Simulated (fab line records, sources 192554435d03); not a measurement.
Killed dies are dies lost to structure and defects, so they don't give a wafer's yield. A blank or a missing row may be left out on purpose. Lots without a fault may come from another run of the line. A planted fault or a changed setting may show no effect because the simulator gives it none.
fab line records | flow n5_finfet
record lots=7 wafers=20 last_day=19
route steps=1938 shown BEOL_M0@719 BEOL_M4@1111 PASSIVATION@1936
lots that met no fault: from a run of the same line without faults
start_h: hours from the record's first day to the start of the lot's first wafer shown | wait_h: hours since the lot's step before | " the same as in the row above | L1.1+2: a row that stands for several wafers | - no value, or no start given | * or withheld: withheld | < > ~ a bound
route shown NAME@n: a module of which the file shows steps, and the number in the route of the first | usual: mean/standard deviation of fault-free wafers | same: alike in all rows | chamber/n: place in a boat | sites: the reading at each site | _std_site: their standard deviation | _edge_site: outer sites' mean less inner sites' | radius_mm: how far each site lies from the wafer's centre | mask NAME#n: copy n | behind: the tool/chamber that last shaped the wafer | hold: why the lot was held/for how many hours/how that ended | device: the transistor (n, p or np) that didn't switch | end of line: the same wafers' tests at the end of the route | a step without rows: its recipe alone | killed: dies lost to structure and defects at the first sort, not the wafer's yield | map: a wafer's dies, x killed, . not, _ none there
set.NAME: the setting as run; set.NAME@STEP: as run at that earlier step | model.NAME: the simulator's own value behind a step, which no gauge read
lots at some steps of the route; a table a step, a row a wafer
services: from which hour (start_h, from the record's first day; less than 0 if before it) a tool's chamber was out of use, for how many hours, and why
## steps
# step N5_BEOL_M0_WET_ETCH_106
# recipe chemistry=DHF dilution=10:1 temp_c=25 target=SiO2 target_depth_a=1300 dry=ipa_marangoni rinse_time_s=30 rinse_temp_c=23
# step N5_BEOL_M0_ETCH_128
# recipe chemistry=CF4/N2 target_depth_a=120 overetch_a=51 target=SiCN time_s=21.4 ion_energy_ev=150 pressure_mtorr=40 source_w=430 bias_w=70 Ar_flow_sccm=100 cf4_flow_sccm=60 n2_flow_sccm=60
# usual drypump_motor_current_A=5.8/0.41 oes_product_au=0.54/0.04 rf_vpp_V=383.0/1.6 showerhead_plenum_p_Torr=2.24/0.056 throttle_valve_pct=15.45/0.21
# columns lot.wafer tool chamber start_h wait_h drypump_motor_current_A oes_product_au rf_hours_counter_h rf_vpp_V showerhead_plenum_p_Torr throttle_valve_pct
L580.1 rie_diel-01 3 117.62 0.0 5.6 0.53 116 383.5 2.22 15.51
L580.3 " 2 " " 6.2 0.58 43 380.7 2.16 15.45
L580.4 " 0 " " 5.7 0.59 51 385.4 2.32 15.38
L581.1 rie_diel-04 1 130.50 0.0 5.3 0.56 75 383.3 2.22 15.10
L581.5 " 3 " " 6.5 0.53 - 384.5 2.29 15.27
L581.6 " 2 " " 5.4 0.49 - 383.7 2.28 15.87
L583.3 rie_diel-01 2 135.34 0.0 6.2 0.59 51 380.6 2.16 15.46
L583.4 " 1 " " 5.7 0.58 74 383.7 2.23 15.32
L583.6 " 3 " " 5.6 0.55 - 383.6 2.22 15.54
L584.2 rie_diel-06 1 135.42 0.0 5.8 0.59 56 381.6 2.24 15.39
L584.4 " 0 " " 5.9 0.52 174 383.6 2.19 15.61
L584.6 " 1 " " 5.7 0.59 - 382.6 2.24 15.39
L585.2 rie_diel-06 1 148.23 0.0 5.7 0.59 60 383.5 2.24 15.41
L585.4 " 2 " " 5.1 0.51 167 384.3 2.30 15.35
L602.4 rie_diel-01 1 302.82 0.5 5.8 0.54 121 382.7 2.21 15.43
L602.5 " 2 " " 6.2 0.57 - 379.5 2.14 15.57
L602.6 " 1 " " 5.8 0.55 - 381.6 2.21 15.41
L601.3 rie_diel-04 2 302.87 0.2 5.4 0.47 244 382.6 2.26 15.99
L601.5 " 0 " " 6.4 0.58 - 386.4 2.33 15.36
L601.6 " 1 " " 5.3 0.53 - 381.0 2.20 15.21
# step N5_BEOL_M0_TRENCH_ETCH_107
# recipe chemistry=C4F6/O2 target_depth_a=328 target=SiOC time_s=16.4 ion_energy_ev=250 pressure_mtorr=30 source_w=355 bias_w=185 Ar_flow_sccm=300 C4F6_flow_sccm=10 O2_flow_sccm=10
# step N5_BEOL_M0_STRIP_142
# recipe chemistry=N2/H2 time_s=10 power_w=450 temp_c=40 pressure_mtorr=20 rf_frequency_hz=6e+07 bias_power_w=7 n2_flow_sccm=200 h2_flow_sccm=200
# step N5_BEOL_M0_OCD_MEAS_108
# usual trench_depth_nm=32.9/0.47
# columns lot.wafer tool chamber start_h wait_h trench_depth_nm
L580.1 ocd-02 - 117.76 0.1 33.3
L580.3 " - " " 32.8
L580.4 " - " " 33.0
L581.1 ocd-02 - 130.64 0.1 32.3
L581.5 " - " " 32.4
L581.6 " - " " 32.4
L583.3 ocd-01 - 135.49 0.1 33.4
L583.4 " - " " 33.8
L583.6 " - " " 33.1
L584.2 ocd-02 - 135.57 0.1 33.1
L584.4 " - " " 32.6
L584.6 " - " " 33.3
L585.2 ocd-02 - 148.38 0.1 32.8
L585.4 " - " " 33.2
L602.4 ocd-01 - 302.97 0.1 32.3
L602.5 " - " " 33.1
L602.6 " - " " 32.8
L601.3 ocd-02 - 303.02 0.1 32.5
L601.5 " - " " 33.3
L601.6 " - " " 32.7
# step N5_BEOL_M0_HM_STRIP_129
# recipe chemistry=peroxide_tin_strip material=TiN target_depth_a=170 temp_c=50 time_s=108
# step N5_BEOL_M0_SRD_130
# recipe time_s=30 temp_c=23 rinse_liquid=diw dry=ipa_marangoni
# step N5_BEOL_M0_ETCH_109
# recipe chemistry=CH3F/O2 target_depth_a=80 overetch_a=24 target=SiCN time_s=27.4 ion_energy_ev=120 pressure_mtorr=30 source_w=395 bias_w=75 Ar_flow_sccm=150 CH3F_flow_sccm=30 O2_flow_sccm=20
# usual drypump_motor_current_A=5.8/0.42 oes_product_au=0.66/0.05 rf_vpp_V=298.0/1.3 showerhead_plenum_p_Torr=2.03/0.05 throttle_valve_pct=16.34/0.22
# columns lot.wafer tool chamber start_h wait_h drypump_motor_current_A oes_product_au rf_hours_counter_h rf_vpp_V showerhead_plenum_p_Torr throttle_valve_pct
L580.1 rie_diel-06 2 117.87 0.0 5.0 0.64 158 299.6 2.09 16.19
L580.3 " 1 " " 5.7 0.72 51 299.0 2.03 16.27
L580.4 " 3 " " 5.9 0.66 127 297.7 2.01 16.25
L581.1 rie_diel-04 1 131.02 0.3 5.3 0.71 75 296.9 2.01 15.97
L581.5 " 3 " " 6.5 0.65 - 299.5 2.08 16.13
L581.6 " 2 " " 5.5 0.62 - 300.5 2.07 16.76
L583.3 rie_diel-06 3 135.59 0.0 5.9 0.64 133 297.0 2.01 16.25
L583.4 " 1 " " 5.7 0.73 56 297.5 2.03 16.30
L583.6 " 1 " " 5.7 0.73 - 296.6 2.03 16.29
L584.2 rie_diel-04 1 135.68 0.0 5.3 0.70 78 296.4 2.01 15.96
L584.4 " 2 " " 5.5 0.62 - 297.8 2.07 16.78
L584.6 " 1 " " 5.3 0.71 - 296.4 2.01 15.97
L585.2 rie_diel-01 3 148.49 0.0 5.6 0.66 128 298.0 2.02 16.45
L585.4 " 1 " " 5.8 0.71 79 297.4 2.03 16.26
L602.4 rie_diel-06 2 303.38 0.3 5.0 0.60 - 299.2 2.07 16.30
L602.5 " 0 " " 5.9 0.61 - 296.8 1.97 16.58
L602.6 " 3 " " 5.9 0.63 - 296.9 1.99 16.36
L601.3 rie_diel-01 0 303.44 0.3 5.7 0.68 104 300.2 2.09 16.38
L601.5 " 2 " " 6.2 0.68 - 295.7 1.94 16.48
L601.6 " 3 " " 5.6 0.62 - 296.6 2.00 16.55
# step N5_BEOL_M0_STRIP_139
# recipe chemistry=post_etch_residue_remover time_s=60 temp_c=25 remover_ph=withheld remover_water_wt_pct=withheld remover_fluoride_wt_pct=withheld
# step N5_BEOL_M0_SRD_111
# recipe time_s=30 temp_c=23 rinse_liquid=diw dry=ipa_marangoni
# step N5_BEOL_M0_DEGAS_112
# recipe ambient=vacuum temp_c=250 time_s=60
# step N5_BEOL_M0_PRE_CLEAN_113
# recipe gas=H2/He time_s=30 temp_c=250
# usual heater_power_w=340/36
# columns lot.wafer tool chamber start_h wait_h heater_power_w
L580.1 pvd_sputter-01 - 118.13 0.0 350
L580.3 " - " " 342
L580.4 " - " " 344
L581.1 pvd_sputter-02 - 132.35 0.0 349
L581.5 " - " " 366
L581.6 " - " " 318
L583.3 pvd_sputter-03 - 136.11 0.0 308
L583.4 " - " " 283
L583.6 " - " " 281
L584.2 pvd_sputter-01 - 136.13 0.0 346
L584.4 " - " " 345
L584.6 " - " " 414
L585.2 pvd_sputter-03 - 149.15 0.0 286
L585.4 " - " " 334
L602.4 pvd_sputter-01 - 303.72 0.0 410
L602.5 " - " " 352
L602.6 " - " " 416
L601.3 pvd_sputter-03 - 303.88 0.0 286
L601.5 " - " " 292
L601.6 " - " " 333
# step N5_BEOL_M0_ALD_136
# recipe material=TaN target_thk_a=* temp_c=275 ald_precursor_family=PDMAT ald_co_reactant=NH3 pressure_torr=3 carrier_flow_sccm=1500 pulse_time_s=2 purge_time_s=3 co_reactant_purge_time_s=2 co_reactant_pulse_time_s=3 ald_cycles=30 precursor_vessel_temp_c=75 precursor_vessel_pressure_torr=26.25 precursor_vessel_carrier_sccm=1000
# usual ald_cycles=30/0 chamber_pressure_Torr=3.000/0.0065 heater_power_outer_w=230/26 heater_power_w=424/50
# columns lot.wafer tool chamber start_h wait_h ald_cycles chamber_pressure_Torr heater_power_outer_w heater_power_w model.TaN_of_BEOL_M0_ALD_136.thk_nm
L580.1 ald_metal-01 0 118.20 0.0 30 2.991 186 359 *
L580.3 " 2 " " 30 2.999 228 450 *
L580.4 " 3 " " 30 3.009 203 364 *
L581.1 ald_metal-02 1 132.41 0.0 30 2.997 268 494 *
L581.5 " 3 " " 30 3.002 232 428 *
L581.6 " 2 " " 30 3.001 284 527 *
L583.3 ald_metal-01 3 136.19 0.1 30 2.997 206 356 *
L583.4 " 1 " " 19 2.990 231 423 *
L583.6 " 3 " " 30 3.002 205 355 *
L584.2 ald_metal-01 2 136.41 0.3 30 3.003 236 461 *
L584.4 " 0 " " 19 2.997 189 361 *
L584.6 " 1 " " 30 2.997 231 435 *
L585.2 ald_metal-01 3 149.28 0.1 30 2.997 209 366 *
L585.4 " 0 " " 19 2.999 189 369 *
L602.4 ald_metal-03 1 303.78 0.0 30 3.003 198 357 *
L602.5 " 0 " " 30 2.992 237 419 *
L602.6 " 1 " " 30 2.997 200 358 *
L601.3 ald_metal-02 3 303.94 0.0 30 3.001 230 435 *
L601.5 " 0 " " 30 3.000 228 430 *
L601.6 " 1 " " 30 2.996 269 491 *
# step N5_BEOL_M0_SURFACE_TREAT_137
# recipe gas=Ar time_s=* ion_energy_ev=* ion_current_ma_cm2=0.5 pressure_mtorr=* ar_flow_sccm=30
# step N5_BEOL_M0_CVD_115
# recipe material=Co target_thk_a=* temp_c=withheld precursor=CCTBA/H2 pressure_torr=30 time_s=120
# step N5_BEOL_M0_SPUTTER_116
# recipe material=Cu target_thk_a=40 temp_c=-20 chamber_pressure_pa=0.07 power_w=withheld time_s=7.37
# step N5_BEOL_M0_ANNEAL_117
# recipe temp_c=400 time_s=60 ambient=vacuum
# usual heater_power_w=847/99
# columns lot.wafer tool chamber start_h wait_h heater_power_w
L580.1 pvd_sputter-03 - 118.88 0.0 851
L580.3 " - " " 749
L580.4 " - " " 703
L581.1 pvd_sputter-01 - 132.91 0.0 1051
L581.5 " - " " 874
L581.6 " - " " 1019
L583.3 pvd_sputter-01 - 137.09 0.0 848
L583.4 " - " " 878
L583.6 " - " " 881
L584.2 pvd_sputter-03 - 137.13 0.0 731
L584.4 " - " " 839
L584.6 " - " " 762
L585.2 pvd_sputter-02 - 150.05 0.0 960
L585.4 " - " " 936
L602.4 pvd_sputter-02 - 304.53 0.0 946
L602.5 " - " " 945
L602.6 " - " " 918
L601.3 pvd_sputter-03 - 304.76 0.0 830
L601.5 " - " " 825
L601.6 " - " " 755
# step N5_BEOL_M0_SPUTTER_132
# recipe material=Cu target_thk_a=40 temp_c=-20 chamber_pressure_pa=0.07 power_w=withheld time_s=7.37
# usual throttle_valve_pct=29.7/1
# columns lot.wafer tool chamber start_h wait_h throttle_valve_pct
L580.1 pvd_sputter-03 - 118.92 0.0 28.8
L580.3 " - " " 27.9
L580.4 " - " " 29.2
L581.1 pvd_sputter-01 - 132.95 0.0 31.5
L581.5 " - " " 30.0
L581.6 " - " " 31.0
L583.3 pvd_sputter-01 - 137.13 0.0 28.7
L583.4 " - " " 29.1
L583.6 " - " " 28.9
L584.2 pvd_sputter-03 - 137.17 0.0 29.3
L584.4 " - " " 28.7
L584.6 " - " " 28.3
L585.2 pvd_sputter-02 - 150.09 0.0 30.3
L585.4 " - " " 29.9
L602.4 pvd_sputter-02 - 304.57 0.0 29.8
L602.5 " - " " 30.1
L602.6 " - " " 30.6
L601.3 pvd_sputter-03 - 304.80 0.0 28.8
L601.5 " - " " 29.1
L601.6 " - " " 28.1
# step N5_BEOL_M0_ANNEAL_133
# recipe temp_c=400 time_s=60 ambient=vacuum
# step N5_BEOL_M0_SPUTTER_134
# recipe material=Cu target_thk_a=40 temp_c=-20 chamber_pressure_pa=0.07 power_w=withheld time_s=7.37
# step N5_BEOL_M0_ANNEAL_135
# recipe temp_c=400 time_s=60 ambient=vacuum
# step N5_BEOL_M0_SPUTTER_141
# recipe material=Cu target_thk_a=40 temp_c=-20 chamber_pressure_pa=0.07 power_w=withheld time_s=7.37
# step N5_BEOL_M0_ECD_118
# recipe material=Cu target_thk_a=3000
# step N5_BEOL_M0_ANNEAL_119
# recipe temp_c=225 time_s=90 ambient=N2
# step N5_BEOL_M0_CMP_120
# recipe stop_on=SiOC t_overpolish_s=6.9 down_force_psi=1 platen_rpm=50 clearing_platen_down_force_psi=1.5 clearing_platen_rpm=50 post_cmp_clean=cu_alkaline clearing_platen_pad_velocity_m_s=0.99484 pad_velocity_m_s=0.99484
# usual barrier_field_endpoint_s=3.63/0.11 motor_current_A=6.0/0.34
# columns lot.wafer tool chamber start_h wait_h barrier_field_endpoint_s motor_current_A
L580.3 cmp-01 1 119.65 0.2 3.48 6.7
L580.1 " 2 " " 3.58 6.2
L580.4 " 3 " " 3.58 5.2
L581.1 cmp-04 2 133.83 0.3 3.62 5.6
L581.6 " 1 " " 3.59 6.3
L581.5 " 2 " " 3.84 5.9
L583.4 cmp-02 0 137.93 0.1 2.92 5.7
L583.3 " 2 " " 3.55 5.9
L583.6 " 1 " " 3.63 5.9
L584.2 cmp-01 3 138.35 0.4 3.72 5.6
L584.4 " 0 " " 2.92 6.0
L584.6 " 3 " " 3.61 5.5
L585.2 cmp-01 1 150.96 0.3 3.78 6.8
L585.4 " 3 " " 3.04 5.4
L602.4 cmp-04 0 306.91 0.2 3.74 6.0
L602.6 " 2 " " 3.66 5.9
L602.5 " 3 " " 3.68 6.2
L601.3 cmp-01 3 307.04 0.2 3.45 5.6
L601.6 " 3 " " 3.62 5.5
L601.5 " 0 " " 3.42 5.5
# step N5_BEOL_M4_RC_MEAS_101
# usual DIBL_N=36.5/1.2 DIBL_P=36.5/1.6 IOFF_N=0.162/0.023 IOFF_P=0.221/0.03 ION_N=678/8 ION_P=466/6.3 SS_N=71.6/0.46 SS_P=73.3/0.57 VT_N=249.2/2.6 VT_P=-249/3.3
# columns lot.wafer tool chamber start_h wait_h DIBL_N[mV/V] DIBL_P[mV/V] IOFF_N[nA/um] IOFF_P[nA/um] ION_N[uA/um] ION_P[uA/um] SS_N[mV/dec] SS_P[mV/dec] VT_N[mV] VT_P[mV]
L580.1 prober-02 0 183.65 0.2 36.7 34.6 0.143 0.196 678 464 71.0 73.4 248.6 -251
L580.3 " 0 " " 37.6 35.5 0.163 0.217 678 467 72.2 73.2 249.7 -251
L580.4 " 0 " " 38.1 36.1 0.178 0.223 683 469 71.6 73.8 248.2 -249
L581.1 prober-02 0 227.63 0.0 37.2 38.0 0.155 0.247 671 471 71.4 74.2 250.6 -246
L581.5 " 0 " " 37.4 38.4 0.161 0.252 672 468 71.6 73.5 248.8 -245
L581.6 " 0 " " 34.5 35.0 0.117 0.188 664 465 71.2 72.6 255.5 -251
L583.3 prober-02 0 235.48 0.3 35.4 33.4 0.131 0.216 676 473 71.3 72.9 250.2 -246
L583.4 " 0 " " 37.0 35.5 0.156 0.242 679 471 70.9 72.6 246.5 -246
L583.6 " 0 " " 35.7 34.1 0.142 0.223 674 464 71.4 72.7 249.0 -249
L584.2 prober-02 0 241.81 0.2 36.1 37.7 0.176 0.214 678 462 71.6 73.2 246.9 -251
L584.4 " 0 " " 36.2 38.1 0.173 0.215 675 465 71.0 73.8 247.8 -251
L584.6 " 0 " " 37.6 39.6 0.207 0.251 683 460 71.3 74.2 245.9 -246
L585.2 prober-02 0 251.25 0.2 36.0 37.3 0.151 0.246 678 475 71.7 73.4 249.6 -247
L585.4 " 0 " " 34.8 36.4 0.146 0.226 674 478 71.9 73.6 246.5 -246
L602.4 prober-02 0 358.34 0.5 36.3 35.3 0.180 0.254 690 472 71.7 74.0 247.8 -244
L602.5 " 0 " " 33.5 32.8 0.139 0.205 685 474 71.1 72.4 250.6 -247
L602.6 " 0 " " 36.1 35.2 0.184 0.261 698 475 71.4 72.7 244.3 -243
L601.3 prober-02 0 361.84 0.3 35.3 34.2 0.128 0.175 664 456 70.1 72.8 250.6 -257
L601.5 " 0 " " 36.8 36.3 0.149 0.200 668 463 71.1 72.9 251.3 -252
L601.6 " 0 " " 36.7 36.7 0.161 0.210 683 465 71.8 73.6 251.0 -253
# step N5_PASSIVATION_PROBE_49
# usual defect_limited_yield=91.2/1.3 killed_at_M0_to_M3=34/9.2 killed_at_M4_up=14/5 killed_at_contacts=13/6.7 killed_at_front_end=39/12 killed_at_other=4/3.3 killed_dies=104/15 killed_on_rim=14/3.7 killed_open=68/12 killed_short=34/7.5 sort_bin_5_function=5.2/0.87 sort_bin_6_memory=3.3/0.63 sort_n_pass=1076/15 sort_yield_pct=91.2/1.3
# same gross_dies=1180 killed_at_back_side=0 sort_bin_4_leakage[%]=0 sort_bin_8_speed[%]=0
# columns lot.wafer tool chamber start_h wait_h defect_limited_yield[%] killed_at_M0_to_M3 killed_at_M4_up killed_at_contacts killed_at_front_end killed_at_other killed_dies killed_on_rim killed_open killed_short sort_bin_5_function[%] sort_bin_6_memory[%] sort_n_pass sort_yield_pct[%]
L581.1 prober-02 - 337.36 0.0 92.7 36 15 11 20 4 86 8 55 28 4.2 2.7 1094 92.7
L581.5 prober-02 - 337.56 0.2 90.7 37 19 18 31 5 110 14 77 32 5.6 3.4 1070 90.7
L581.6 prober-02 - 337.61 0.3 91.9 35 14 21 23 3 96 12 66 26 5.2 2.8 1084 91.9
L583.3 prober-01 - 341.38 0.1 91.0 32 17 6 48 3 106 9 72 31 5.0 3.5 1074 91.0
L583.4 prober-01 - 341.43 0.2 91.7 26 17 4 44 7 98 14 61 36 5.1 2.8 1082 91.7
L583.6 prober-01 - 341.53 0.3 89.4 42 12 13 52 6 125 17 83 37 6.8 3.5 1055 89.4
L585.2 prober-01 - 350.17 0.1 91.9 37 6 16 35 2 96 11 63 31 4.7 2.9 1084 91.9
L585.4 prober-01 - 350.27 0.2 92.1 42 11 5 34 1 93 6 59 29 4.8 2.8 1087 92.1
# killed by level:class
L581.1 MOL_CONTACT_COAG:geometric_particle:open=9 BEOL_M0_SAQP:geometric_particle:short=9 BEOL_M0_SAQP:geometric_particle:open=9 BEOL_M4:geometric_particle:open=8 FIN_SAQP:geometric_particle:short=5 BEOL_M0:geometric_particle:open=5 BEOL_M3:geometric_particle:open=5 BEOL_M6:geometric_particle:open=4
L581.5 MOL_CONTACT_COAG:geometric_particle:open=14 BEOL_M0_SAQP:geometric_particle:open=10 BEOL_M4:geometric_particle:open=8 FIN_SAQP:geometric_particle:short=7 BEOL_M0_SAQP:geometric_particle:short=7 BEOL_M1:geometric_particle:open=7 ILD0:geometric_particle:open=6 BEOL_M2:geometric_particle:open=5
L581.6 MOL_CONTACT_COAG:geometric_particle:open=18 BEOL_M0_SAQP:geometric_particle:open=12 BEOL_M0_SAQP:geometric_particle:short=8 FIN_SAQP:geometric_particle:open=7 GATE_CUT:geometric_particle:short=6 BEOL_M3:geometric_particle:open=5 BEOL_M4:geometric_particle:open=5 BEOL_M0:geometric_particle:open=4
L583.3 FIN_SAQP:geometric_particle:open=15 STI_FIN_REVEAL:geometric_particle:open=11 BEOL_M3:geometric_particle:open=8 FIN_SAQP:geometric_particle:short=6 BEOL_M0:geometric_particle:open=6 BEOL_M4:geometric_particle:open=6 MOL_CONTACT_COAG:geometric_particle:open=5 BEOL_M0_SAQP:geometric_particle:short=5
L583.4 DUMMY_GATE:geometric_particle:open=9 FIN_SAQP:geometric_particle:open=8 STI_FIN_REVEAL:geometric_particle:open=7 GATE_CUT:geometric_particle:short=5 BEOL_M3:geometric_particle:open=5 BEOL_M0_SAQP:geometric_particle:short=4 FIN_SAQP:geometric_particle:short=4 BEOL_M0:geometric_particle:open=4
L583.6 FIN_SAQP:geometric_particle:open=12 MOL_CONTACT_COAG:geometric_particle:open=12 BEOL_M3:geometric_particle:open=11 STI_FIN_REVEAL:geometric_particle:open=9 BEOL_M2:geometric_particle:open=9 FIN_SAQP:geometric_particle:short=7 BEOL_M0_SAQP:geometric_particle:open=6 BEOL_M2:geometric_particle:short=5
L585.2 MOL_CONTACT_COAG:geometric_particle:open=12 BEOL_M2:geometric_particle:open=9 BEOL_M0_SAQP:geometric_particle:open=9 BEOL_M1:geometric_particle:open=7 DUMMY_GATE:geometric_particle:open=6 GATE_CUT:geometric_particle:short=6 FIN_SAQP:geometric_particle:short=5 BEOL_M4:geometric_particle:open=4
L585.4 BEOL_M2:geometric_particle:open=9 BEOL_M0_SAQP:geometric_particle:open=8 BEOL_M0_SAQP:geometric_particle:short=7 STI_FIN_REVEAL:geometric_particle:open=6 MOL_CONTACT_COAG:geometric_particle:open=5 FIN_SAQP:geometric_particle:open=4 ILD0:geometric_particle:short=4 BEOL_M0:geometric_particle:open=4
## services
# columns tool chamber start_h hours kind
rie_diel-04 1 106.06 2.9 repair
cmp-04 - 123.36 5.2 pm
pvd_sputter-01 - 127.38 0.8 repair
cmp-01 - 127.61 1.6 repair
cmp-04 - 136.81 1.7 repair
cmp-04 - 149.20 4.0 pm
rie_diel-06 - 152.62 0.9 repair
ald_metal-01 - 161.02 0.6 repair
rie_diel-01 0 161.28 4.4 repair
ald_metal-02 - 170.32 2.8 pm
cmp-01 - 178.10 2.4 repair
rie_diel-01 1 187.71 6.8 repair
pvd_sputter-03 - 188.94 5.9 repair
pvd_sputter-02 - 202.44 2.8 repair
pvd_sputter-03 - 211.08 3.7 repair
rie_diel-06 1 214.42 9.5 repair
cmp-01 - 232.38 5.4 pm
rie_diel-01 - 234.77 2.8 pm
cmp-01 - 243.19 4.5 pm
rie_diel-06 3 258.10 3.1 repair
rie_diel-04 3 260.32 20.8 repair
cmp-01 - 265.06 4.0 pm
cmp-01 - 274.58 4.7 repair
rie_diel-06 1 301.28 8.3 repair
## key
first_sign step=N5_BEOL_M0_ALD_136 reading=ald_cycles direction=down sigmas=99+ usual=* struck=*
effect step=N5_BEOL_M0_CMP_120 reading=barrier_field_endpoint_s direction=down sigmas=5.8 usual=3.63 struck=2.96
model_effect step=N5_BEOL_M0_ALD_136 value=TaN_of_BEOL_M0_ALD_136.thk_nm without=* struck=*
met_at N5_BEOL_M0_ALD_136
struck_wafers L583.4,L584.4,L585.4
fault kind=process_parameter_drift tool=ald_metal-01 chamber=- onset_h=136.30 steps=N5_BEOL_M0_ALD_136 channel=ald_cycles offset=* shape=step end_h=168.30 scope=struck_wafers_only acts_in=* stated=*
